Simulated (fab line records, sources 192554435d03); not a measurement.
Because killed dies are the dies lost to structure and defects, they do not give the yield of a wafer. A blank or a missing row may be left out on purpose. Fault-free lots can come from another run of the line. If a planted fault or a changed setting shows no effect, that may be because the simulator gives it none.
Matching of chambers    flow n5_finfet    4 sister chambers for N5_FIN_SAQP_SPACER1_ALD_24 on ald_sin-03
The step deposits SiO2, target thk 20.3 nm, pulse time 1 s, purge time 2 s. 14 wafers are shown with their chamber, then 7 later ones without.

== WAFERS, EACH WITH ITS CHAMBER ==
wafer   chamber  heater_power_w (W)  precursor_pulse_height_rel
L077.1  3        492                 0.986
L077.4  0        561                 0.999
L077.5  2        451                 0.977
L086.1  1        473                 0.989
L086.5  0        539                 1.002
L086.6  2        481                 0.983
L089.2  1        482                 0.978
L089.3  3        496                 0.986
L089.6  2        473                 0.992
L092.1  3        494                 1.000
L092.2  1        472                 0.992
L092.6  3        486                 1.024
L093.1  1        480                 0.986
L093.4  2        485                 0.988

SIGNATURES, as means of the wafers listed above
reading                     chamber 0  chamber 1  chamber 2  chamber 3  scatter within a chamber
heater_power_w              550.00     476.75     472.50     492.00     10.3
precursor_pulse_height_rel  1.00050    0.98625    0.98500    0.99900    0.011
Rule: distance of a wafer from a chamber = root of the sum over the readings of ((wafer's reading minus chamber's mean) / reading's scatter) squared. If the next closest chamber is less than 2 further off than the closest, the wafer can't be placed; otherwise it belongs to the closest. The scatter: take each reading less its chamber's mean, square it, sum over the shown wafers, divide by the number of wafers less the number of chambers, and take the root.

== WAFERS WHOSE CHAMBER IS MISSING ==
wafer   heater_power_w (W)  precursor_pulse_height_rel
L093.6  477                 0.994
L096.2  513                 1.000
L096.4  544                 0.984
L096.5  564                 1.008
L097.2  479                 0.984
L097.3  470                 1.018
L097.6  550                 0.987

== EACH ONE'S CHAMBER ==
wafer   from the rows above           in truth
L093.6  can't be placed: 1 or 2 or 3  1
L096.2  can't be placed: 3 or 0 or 1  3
L096.4  0                             0
L096.5  0                             0
L097.2  can't be placed: 1 or 2 or 3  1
L097.3  can't be placed: 3 or 1 or 2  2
L097.6  0                             0
3 of 7 placed correctly. From these rows, 4 cannot be placed; in 4 the true chamber is one of the candidates. Wrongly placed: 0.
